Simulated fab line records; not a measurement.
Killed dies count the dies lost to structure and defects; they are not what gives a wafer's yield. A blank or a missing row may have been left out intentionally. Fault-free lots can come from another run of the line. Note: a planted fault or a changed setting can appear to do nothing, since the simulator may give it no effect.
Chamber matching / flow n5_finfet / pecvd-01 running N5_BEOL_M3_PECVD_72: 3 sister chambers
The step deposits SiO2 from TEOS/O2, target thk 16 nm, time 18 s. 3 wafers are shown with their chamber, then 8 later ones without.

WAFERS WITH THEIR CHAMBER
wafer=L087.1; chamber=2; throttle_valve_pct (%)=21.1
wafer=L087.3; chamber=0; throttle_valve_pct (%)=21.5
wafer=L089.1; chamber=1; throttle_valve_pct (%)=23.2

WAFERS WITH NO CHAMBER GIVEN
wafer=L089.3; throttle_valve_pct (%)=21.3
wafer=L089.4; throttle_valve_pct (%)=23.3
wafer=L092.2; throttle_valve_pct (%)=21.6
wafer=L092.4; throttle_valve_pct (%)=21.4
wafer=L092.6; throttle_valve_pct (%)=21.6
wafer=L097.2; throttle_valve_pct (%)=21.7
wafer=L097.4; throttle_valve_pct (%)=21.7
wafer=L097.5; throttle_valve_pct (%)=23.2

CHAMBER TAKEN BY EACH
wafer=L089.3; from the rows above=can't be placed: 0 or 2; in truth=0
wafer=L089.4; from the rows above=1; in truth=1
wafer=L092.2; from the rows above=0; in truth=0
wafer=L092.4; from the rows above=can't be placed: 0 or 2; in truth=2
wafer=L092.6; from the rows above=0; in truth=0
wafer=L097.2; from the rows above=0; in truth=0
wafer=L097.4; from the rows above=0; in truth=0
wafer=L097.5; from the rows above=1; in truth=1
Correct placement for 6 of the 8. Cannot be placed on the basis of these rows: 2; the candidates contain the true chamber in 2. Placed wrongly: 0.
How it was worked out, from the rows above alone: a wafer's distance from a chamber is the root of the sum, over the readings, of the square of ((its reading less the chamber's mean) divided by the reading's scatter). If the next closest chamber is less than 2 further off than the closest, the wafer can't be placed; otherwise it belongs to the closest. Each chamber's mean is taken over the wafers shown for it. The scatter (one wafer shown for each chamber): square how far every hidden wafer sits from the nearest shown wafer, average those squares and take the square root.
